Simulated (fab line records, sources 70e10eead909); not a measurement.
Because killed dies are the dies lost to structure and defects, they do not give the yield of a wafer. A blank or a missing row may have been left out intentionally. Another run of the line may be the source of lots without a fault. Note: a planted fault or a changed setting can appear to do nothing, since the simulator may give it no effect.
Struck lot and sound lot, side by side / flow nand-harc / 36 out of 1159 route steps
Sound: the wafers L134.3, L134.4, L134.5. Struck: wafer L147.6. (L147.5 of the same lot was not struck and is left out.) The cause comes at the end.
Per side, at each step with rows, come the tool, then ch with its chambers, and then its first start. Under that, the readings that differ: sound wafers / struck wafers / difference of the means / sigmas: that difference in standard deviations of wafers without a fault.
alike: readings with means less than 2 such deviations apart, plus words and numbers identical on both sides. not compared: withheld readings, readings lacking a value on some wafer, bounds such as >300 that could conceal the same value, and numbers that have no deviation in the record and whose values overlap.
The two part at a step that has a row with sigmas, a row that says differs or no value, or rows on one side only. Non-overlapping numbers with no deviation appear without sigmas and do not part them. Lack of a reading on every wafer of one side parts them only where that side has two or more wafers.

first, 5 steps without rows for these wafers: NHARC_A_WL_FILL_STRIP_28 (strips in post etch residue remover, time 1200 s); NHARC_A_WL_FILL_PRECLEAN_06 (cleans in DIW, time 300 s); NHARC_A_WL_FILL_SRD_07; NHARC_A_WL_FILL_ANNEAL_08 (time 1800 s); NHARC_A_WL_FILL_ALD_10 (deposits SiO2, target thk 50 nm, pulse time 10 s, ald cycles 500).
NHARC_A_WL_FILL_ETCHBACK_16: etches the open film in C4F8/O2/Ar, target depth 88 nm, time 17.6 s.
  sound: rie-diel-09 ch 1,2,3; struck: rie-diel-06 ch 2
  alike: oes-product-au, rf-vpp-V
  not compared: rf-hours-counter-h
then, 5 steps without rows for these wafers: NHARC_A_WL_FILL_STRIP_29 (strips in O2, time 20 s); NHARC_A_WL_FILL_ETCHBACK_17 (etches the open film in Cl2/BCl3, target depth 4 nm, time 26.7 s); NHARC_A_WL_FILL_PRECLEAN_18 (cleans in dHF, time 30 s); NHARC_A_WL_FILL_SRD_21; NHARC_A_WL_FILL_CVD_23 (deposits poly-Si, target thk 40 nm, time 800 s).
NHARC_A_WL_FILL_ETCHBACK_26: etches the open film in HBr, target depth 52 nm, time 13.3 s.
  sound on rie-si-01 ch 0,2,3, day 16 02:10; struck on rie-si-01 ch 0, day 19 20:33
reading=oes-product-au (a.u.); sound=0.982 1.014 1.008; struck=0.958; difference=-0.043; sigmas=-3
  alike: drypump-motor-current-A, throttle-valve-pct
  not compared: rf-hours-counter-h
then, 4 steps without rows for these wafers: NHARC_A_WL_FILL_PRECLEAN_30 (cleans in dHF, time 10 s); NHARC_A_WL_FILL_SRD_14; NHARC_A_WL_FILL_ALD_19 (deposits TiN, target thk 2 nm, pulse time 3 s, ald cycles 100); NHARC_A_WL_FILL_CVD_20 (deposits W, target thk 75 nm, time 5064 s).
NHARC_A_WL_FILL_CMP_12: polishes, t overpolish 30 s, target thk 75 nm.
  sound on cmp-02 ch 1,3, day 16 07:43; struck on cmp-02 ch 0, day 20 02:19
reading=time-to-endpoint-s (s); sound=15.3 11.9 11.7; struck=18.6; difference=+5.6; sigmas=+2
  alike: motor-current-A, overpolish-run-s, slurry-filter-dp-kPa
then, 2 steps without rows for these wafers: NHARC_A_WL_FILL_SRD_31; NHARC_A_CONTACT_DEP_24 (deposits SiO2, target thk 500 nm).
NHARC_A_CONTACT_DEP_28: deposits aC, target thk 3600 nm.
  sound on acl-dep-02 ch 0, day 16 11:32; struck on acl-dep-03 ch 0, day 20 05:04
  alike: throttle-valve-pct
then, 11 steps without rows for these wafers: NHARC_A_CONTACT_DEP_29 (deposits SiON, target thk 70 nm); NHARC_A_CONTACT_DEHYDRATE_32 (time 120 s); NHARC_A_CONTACT_HMDS_33 (time 30 s); NHARC_A_CONTACT_COAT_34 (time 75 s); NHARC_A_CONTACT_COAT_35 (time 65 s); NHARC_A_CONTACT_COAT_36 (resist thk 90 nm); NHARC_A_CONTACT_SOFTBAKE_37 (time 55 s); NHARC_A_CONTACT_EBR_38; NHARC_A_CONTACT_EXPOSE_39 (exposes mask A CC 3); NHARC_A_CONTACT_PEB_40 (peb time 65 s); NHARC_A_CONTACT_DEVELOP_41 (develop time 35 s).
NHARC_A_CONTACT_CD_MEAS_42: target cd 200 nm.
  sound on cd-sem-03 ch 0, day 16 13:47; struck on cd-sem-03 ch 0, day 20 06:34
  alike: cd-nm
NHARC_A_CONTACT_OVL_MEAS_43:
  struck on overlay-01, day 20 06:38; sound on overlay-02, day 16 13:52
  alike: overlay-x-nm, overlay-y-nm
NHARC_A_CONTACT_DESCUM_47: chemistry O2, time 3 s.
  sound on rie-diel-08 ch 1,2, day 16 14:02; struck on rie-diel-08 ch 0, day 20 19:27
reading=hold; sound=- - -; struck=await-dispo/12.5h/release; difference=no value on the sound wafers; sigmas=
  alike: drypump-motor-current-A, oes-product-au, rf-vpp-V, showerhead-plenum-p-Torr, throttle-valve-pct
  not compared: rf-hours-counter-h
NHARC_A_CONTACT_ETCH_48: etches the open film in CF4, target depth 39 nm, time 65 s.
  sound on rie-diel-08 ch 1,2, day 16 14:08; struck on rie-diel-08 ch 0, day 20 19:31
  alike: drypump-motor-current-A, oes-product-au, rf-vpp-V, showerhead-plenum-p-Torr, throttle-valve-pct
  not compared: rf-hours-counter-h
-- break in the record here, with 4 days between the starts of the struck wafers on either side (left off in module A_CONTACT, picked up again in module END, where the first step shown is number 1159 on the route) --
NHARC_END_SORT_01:
  the record has rows for the struck wafers here (prober-02 ch 0, day 24 09:50) and none for the sound ones

== WHERE THEY PART ==
At NHARC_A_WL_FILL_ETCHBACK_26 first; at NHARC_END_SORT_01 last (within this record only).

WHY: what the simulator had put in
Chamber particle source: rie-si-01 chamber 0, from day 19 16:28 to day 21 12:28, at NHARC_A_WL_FILL_ETCHBACK_26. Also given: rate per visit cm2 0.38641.
